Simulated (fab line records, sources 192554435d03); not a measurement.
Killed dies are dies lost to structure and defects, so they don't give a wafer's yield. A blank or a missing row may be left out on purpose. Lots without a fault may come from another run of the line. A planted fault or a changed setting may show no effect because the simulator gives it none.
Split-lot experiment | flow n5_finfet | 7 lots, 21 wafers read, on a route of 1938 steps

THE SPLIT
At N5_MOL_CONTACT_COAG_ETCH_110 (etches Si in CF4/O2, target depth 2.5 nm, time 8 s), the setting source_w was moved away from the recipe's 200 W on 9 of the 21 wafers read, by -14.2% to +14.9%. The other wafers ran this setting at the recipe's value.

The reading is taken at the split's own step.

THE READING
etch.depth_nm (the simulator's own value, which no gauge read), in nm, at N5_MOL_CONTACT_COAG_ETCH_110 (etches Si in CF4/O2, target depth 2.5 nm, time 8 s). The file gives no usual value for it. The 12 wafers here that ran the recipe average 2.524 nm, standard deviation 0.059 nm.

wafer  | tool, chamber at the split | source_w as run, W | against the recipe | etch.depth_nm, nm | against lot-mates on the recipe
L078.2 | rie_diel-03, 2             | 216.5              | +8.3%              | 2.738             | +0.183
L078.4 | rie_diel-03, 2             | 200                | recipe             | 2.555             | -
L078.5 | rie_diel-03, 3             | 216.5              | +8.3%              | 2.679             | +0.124
L080.2 | rie_diel-06, 1             | 229.8              | +14.9%             | 2.861             | +0.406
L080.3 | rie_diel-06, 0             | 200                | recipe             | 2.454             | -
L080.6 | rie_diel-06, 0             | 200                | recipe             | 2.455             | -
L083.2 | rie_diel-02, 2             | 190.3              | -4.8%              | 2.368             | -0.221
L083.4 | rie_diel-02, 0             | 200                | recipe             | 2.589             | -
L083.5 | rie_diel-02, 2             | 190.3              | -4.8%              | 2.389             | -0.200
L085.1 | rie_diel-02, 0             | 200                | recipe             | 2.574             | -
L085.4 | rie_diel-02, 3             | 200                | recipe             | 2.555             | -
L085.6 | rie_diel-02, 0             | 212                | +6.0%              | 2.736             | +0.172
L086.4 | rie_diel-03, 2             | 200                | recipe             | 2.573             | -
L086.5 | rie_diel-03, 0             | 200                | recipe             | 2.465             | -
L086.6 | rie_diel-03, 3             | 171.5              | -14.2%             | 2.228             | -0.291
L091.3 | rie_diel-02, 2             | 200                | recipe             | 2.514             | -
L091.4 | rie_diel-02, 2             | 226.8              | +13.4%             | 2.821             | +0.307
L091.6 | rie_diel-02, 3             | 226.8              | +13.4%             | 2.832             | +0.318
L095.1 | rie_diel-03, 3             | 200                | recipe             | 2.533             | -
L095.2 | rie_diel-03, 1             | 200                | recipe             | 2.607             | -
L095.3 | rie_diel-03, 0             | 200                | recipe             | 2.419             | -

THE FIT
A straight line over all 21 wafers: etch.depth_nm changes by +0.023 nm for each +1% of source_w; r = +0.95; the points scatter about the line by 0.053 nm.
The same after taking each lot's own level away (the mean of its wafers on the recipe; 21 wafers): +0.0245 nm for each +1%; r = +0.96; scatter 0.052 nm.
On that fit, the largest move of source_w shifts the reading by 0.36 nm.
The lots' own levels span 2.4545 to 2.5890 nm, that is 2.3 times the standard deviation above.
So the lot-to-lot level changes the slope little: the two slopes agree.
Check: with one of the wafers moved furthest among these (+14.9%) left out of the fit, the line predicts +0.34 nm for it against its lot-mates. It came out at +0.406 nm against them.

OTHER SPLITS ON THESE WAFERS
These wafers also went through other splits before the reading. Each is held against what the fit with the lots' levels taken away leaves over:
other split on the same wafers        | wafers away from the commonest value | r with etch.depth_nm (lot level and that fit taken away)
N5_DUMMY_GATE_ETCH_42 bias_w          | 7                                    | -0.01
N5_SD_EPI_P_PEB_07 peb_time_s         | 7                                    | +0.18
N5_SD_EPI_P_DEVELOP_08 develop_time_s | 5                                    | +0.22
N5_ILD0_CMP_12 down_force_psi         | 9                                    | -0.16
N5_GATE_CUT_COAT_35 spin_rpm          | 7                                    | -0.10

THE FILE'S OWN FIT
etch.depth_nm changes by +0.0242 nm for each +1% of source_w, r = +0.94.
